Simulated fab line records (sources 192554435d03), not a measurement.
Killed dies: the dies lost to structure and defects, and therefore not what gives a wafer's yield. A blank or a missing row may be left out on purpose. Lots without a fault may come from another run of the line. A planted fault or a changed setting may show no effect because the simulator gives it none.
Struck lot and sound lot, side by side	flow n5 finfet	14 out of 1938 route steps
Sound: wafers L200.1, L200.5, L200.6. Struck: wafers L206.2, L206.3, L206.6. The cause comes at the end.
Each step with rows lists, per side, the tool, then ch with its chambers, then its first start. Under that, the readings that differ: sound wafers	struck wafers	difference of the means	sigmas: that difference in standard deviations of wafers without a fault.
alike: words and numbers the same on both sides, and readings whose means are apart by under 2 such deviations; not compared: readings that were withheld, readings missing a value for some wafer, numbers with overlapping values and no deviation given by the record, and bounds like >300 which may hide the same value.
Wherever a step has rows on one side only, a row that says differs or no value, or a row with sigmas, the two part there. When numbers do not overlap yet have no deviation, they are printed without sigmas and do not part them. A reading missing from all wafers of one side parts the sides only when that side holds two or more wafers.

first, 1 step without rows for these wafers: N5_ZERO_LAYER_HARDBAKE_23 (time 120 s).
N5_ZERO_LAYER_CD_MEAS_11 targets a cd of 2000 nm.
  sound on cd sem-01 ch 0, day 2 00:40; struck on cd sem-01 ch 0, day 3 12:40
  alike: cd nm
N5_ZERO_LAYER_DESCUM_16: chemistry O2, time 7.9 s.
  sound on rie diel-01 ch 0,1,3, day 2 00:50; struck on rie diel-01 ch 0,2,3, day 3 12:42
  alike: chamber pressure mTorr, drypump motor current A, o2 flow sccm, oes product au, rf vpp V, showerhead plenum p Torr, throttle valve pct
  not compared: rf hours counter h
N5_ZERO_LAYER_ETCH_17: etches SiO2 in CF4, target depth 12 nm, time 13.3 s.
  sound on rie diel-01 ch 0,1,3, day 2 00:52; struck on rie diel-01 ch 0,2,3, day 3 12:44
  alike: chamber pressure mTorr, drypump motor current A, oes product au, rf vpp V, showerhead plenum p Torr, throttle valve pct
  not compared: rf hours counter h
N5_ZERO_LAYER_ETCH_18: etches Si in HBr/Cl2, target depth 120 nm, time 40 s.
  sound on rie si-03 ch 2,3, day 2 00:57; struck on rie si-03 ch 1,2, day 3 12:48
  alike: chamber pressure mTorr, drypump motor current A, oes product au, throttle valve pct
  not compared: rf hours counter h
N5_ZERO_LAYER_STRIP_24: strips in O2.
  sound on plasma asher-01 ch 0,1, day 2 01:03; struck on plasma asher-02 ch 0,1, day 3 12:55
  alike: chamber pressure mTorr, drypump motor current A, heater power w, o2 flow sccm, oes product au, strip time to endpoint s
  not compared: rf hours counter h
then, 1 step without rows for these wafers: N5_ZERO_LAYER_STRIP_19 (strips in SPM, time 900 s).
N5_ZERO_LAYER_INSPECT_20: inspects for defects (darkfield).
  sound on defect inspect-01, day 2 01:26; struck on defect inspect-01, day 3 13:19
  alike: raw defect count
then, 4 steps without rows for these wafers: N5_WELL_APT_HMDS_01 (time 60 s); N5_WELL_APT_COAT_02 (resist thk 950 nm); N5_WELL_APT_EBR_04; N5_WELL_APT_SOFTBAKE_03 (time 60 s).
N5_WELL_APT_EXPOSE_05: exposes mask NWELL, defocus 0 nm, target cd 200 nm.
  struck on krf scanner-01, day 3 13:28; sound on krf scanner-01 ch 0, day 2 01:41
  no value came back on the struck wafers for exposure dose mJ cm2, focus offset nm (nm); on the sound wafers exposure dose mJ cm2 reads 20.275 20.279 20.257
  alike: mask
then, 1 step without rows for these wafers: N5_WELL_APT_PEB_06 (peb time 90 s).

WHERE THEY PART
Only at N5_WELL_APT_EXPOSE_05, within this record.

WHY: what the simulator had put in
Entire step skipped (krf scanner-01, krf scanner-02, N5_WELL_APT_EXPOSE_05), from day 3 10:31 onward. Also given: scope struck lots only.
